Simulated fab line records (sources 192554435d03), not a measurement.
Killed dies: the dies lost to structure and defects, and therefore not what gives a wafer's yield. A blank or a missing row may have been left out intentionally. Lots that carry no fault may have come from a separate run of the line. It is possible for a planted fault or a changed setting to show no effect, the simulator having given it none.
Lot-split experiment || flow n5 finfet || on a route of 1938 steps: 7 lots, 21 wafers read

SPLIT DETAILS
At N5_BEOL_M5_COAT_71 (time 60 s, resist thk 5 nm), the setting spin rpm was moved away from the recipe's 1500 rpm on 9 of the 21 wafers read, by -6.7% to +7.9%. For the rest of the wafers, this setting stayed at what the recipe calls for.

FROM THE SPLIT TO THE READING: what the file shows between them, 3 steps
- N5_BEOL_M5_COAT_05: resist thk 30 nm
- N5_BEOL_M5_EBR_07
- N5_BEOL_M5_DESCUM_16: chemistry O2, time 7 s

THE READING
etch.depth nm (the simulator's own value, which no gauge read), in nm, at N5_BEOL_M5_ETCH_72 (etches underlayer in N2/H2, target depth 6.5 nm, time 5.2 s). No usual value for it is given in the file. Here, 12 wafers ran the recipe; their average is 5.011 nm with a standard deviation of 0.013 nm.

{"wafer": "L076.1", "tool, chamber at the split": "litho track-04, 0", "spin rpm as run, rpm": 1423, "against the recipe": "-5.1%", "etch.depth nm, nm": 5.132, "against lot-mates on the recipe": "+0.119"}
{"wafer": "L076.2", "tool, chamber at the split": "litho track-04, 0", "spin rpm as run, rpm": 1500, "against the recipe": "recipe", "etch.depth nm, nm": 5.013, "against lot-mates on the recipe": "-"}
{"wafer": "L076.3", "tool, chamber at the split": "litho track-04, 0", "spin rpm as run, rpm": 1500, "against the recipe": "recipe", "etch.depth nm, nm": 5.013, "against lot-mates on the recipe": "-"}
{"wafer": "L078.4", "tool, chamber at the split": "litho track-05, 0", "spin rpm as run, rpm": 1618, "against the recipe": "+7.9%", "etch.depth nm, nm": 4.829, "against lot-mates on the recipe": -0.211}
{"wafer": "L078.5", "tool, chamber at the split": "litho track-05, 0", "spin rpm as run, rpm": 1500, "against the recipe": "recipe", "etch.depth nm, nm": 5.04, "against lot-mates on the recipe": "-"}
{"wafer": "L078.6", "tool, chamber at the split": "litho track-05, 0", "spin rpm as run, rpm": 1618, "against the recipe": "+7.9%", "etch.depth nm, nm": 4.85, "against lot-mates on the recipe": -0.190}
{"wafer": "L082.3", "tool, chamber at the split": "litho track-05, 0", "spin rpm as run, rpm": 1597, "against the recipe": "+6.5%", "etch.depth nm, nm": 4.872, "against lot-mates on the recipe": -0.143}
{"wafer": "L082.5", "tool, chamber at the split": "litho track-05, 0", "spin rpm as run, rpm": 1500, "against the recipe": "recipe", "etch.depth nm, nm": 5.011, "against lot-mates on the recipe": "-"}
{"wafer": "L082.6", "tool, chamber at the split": "litho track-05, 0", "spin rpm as run, rpm": 1500, "against the recipe": "recipe", "etch.depth nm, nm": 5.02, "against lot-mates on the recipe": "-"}
{"wafer": "L085.2", "tool, chamber at the split": "litho track-02, 0", "spin rpm as run, rpm": 1500, "against the recipe": "recipe", "etch.depth nm, nm": 4.987, "against lot-mates on the recipe": "-"}
{"wafer": "L085.3", "tool, chamber at the split": "litho track-02, 0", "spin rpm as run, rpm": 1594, "against the recipe": "+6.3%", "etch.depth nm, nm": 4.843, "against lot-mates on the recipe": -0.144}
{"wafer": "L085.4", "tool, chamber at the split": "litho track-02, 0", "spin rpm as run, rpm": 1594, "against the recipe": "+6.3%", "etch.depth nm, nm": 4.841, "against lot-mates on the recipe": -0.146}
{"wafer": "L086.2", "tool, chamber at the split": "litho track-05, 0", "spin rpm as run, rpm": 1399, "against the recipe": "-6.7%", "etch.depth nm, nm": 5.194, "against lot-mates on the recipe": "+0.175"}
{"wafer": "L086.5", "tool, chamber at the split": "litho track-05, 0", "spin rpm as run, rpm": 1500, "against the recipe": "recipe", "etch.depth nm, nm": 5.017, "against lot-mates on the recipe": "-"}
{"wafer": "L086.6", "tool, chamber at the split": "litho track-05, 0", "spin rpm as run, rpm": 1500, "against the recipe": "recipe", "etch.depth nm, nm": 5.021, "against lot-mates on the recipe": "-"}
{"wafer": "L089.1", "tool, chamber at the split": "litho track-04, 0", "spin rpm as run, rpm": 1500, "against the recipe": "recipe", "etch.depth nm, nm": 5.005, "against lot-mates on the recipe": "-"}
{"wafer": "L089.2", "tool, chamber at the split": "litho track-04, 0", "spin rpm as run, rpm": 1500, "against the recipe": "recipe", "etch.depth nm, nm": 5, "against lot-mates on the recipe": "-"}
{"wafer": "L089.4", "tool, chamber at the split": "litho track-04, 0", "spin rpm as run, rpm": 1500, "against the recipe": "recipe", "etch.depth nm, nm": 5, "against lot-mates on the recipe": "-"}
{"wafer": "L091.1", "tool, chamber at the split": "litho track-05, 0", "spin rpm as run, rpm": 1566, "against the recipe": "+4.4%", "etch.depth nm, nm": 4.909, "against lot-mates on the recipe": -0.101}
{"wafer": "L091.3", "tool, chamber at the split": "litho track-05, 0", "spin rpm as run, rpm": 1500, "against the recipe": "recipe", "etch.depth nm, nm": 5.01, "against lot-mates on the recipe": "-"}
{"wafer": "L091.4", "tool, chamber at the split": "litho track-05, 0", "spin rpm as run, rpm": 1566, "against the recipe": "+4.4%", "etch.depth nm, nm": 4.91, "against lot-mates on the recipe": -0.100}

THE FIT
A straight line over all 21 wafers: etch.depth nm changes by -0.0241 nm for each +1% of spin rpm; r = -0.99; the points scatter about the line by 0.015 nm.
The same after taking each lot's own level away (the mean of its wafers on the recipe; 21 wafers): -0.0243 nm for each +1%; r = -1.00; scatter 0.0071 nm.
That fit puts the effect of the largest move of spin rpm on the reading at 0.19 nm.
The lots' own levels span 4.9870 to 5.0400 nm, that is 4.2 times the standard deviation above.
So the lot-to-lot level changes the slope little: the two slopes agree.
Check: -0.185 nm against its lot-mates is what the line predicts for one of the wafers moved furthest among these (+7.9%) when that wafer is left out of the fit. Against them it came out at -0.211 nm.

OTHER SPLITS ON THESE WAFERS
Before the reading, these wafers also passed through other splits. Each is held against what the fit with the lots' levels taken away leaves over:
{"other split on the same wafers": "N5_BEOL_M5_ILD_DEP_00 time s", "wafers away from the commonest value": 7, "r with etch.depth nm (lot level and that fit taken away)": "+0.45"}

THE FILE'S OWN FIT
etch.depth nm changes by -0.0241 nm for each +1% of spin rpm, r = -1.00.
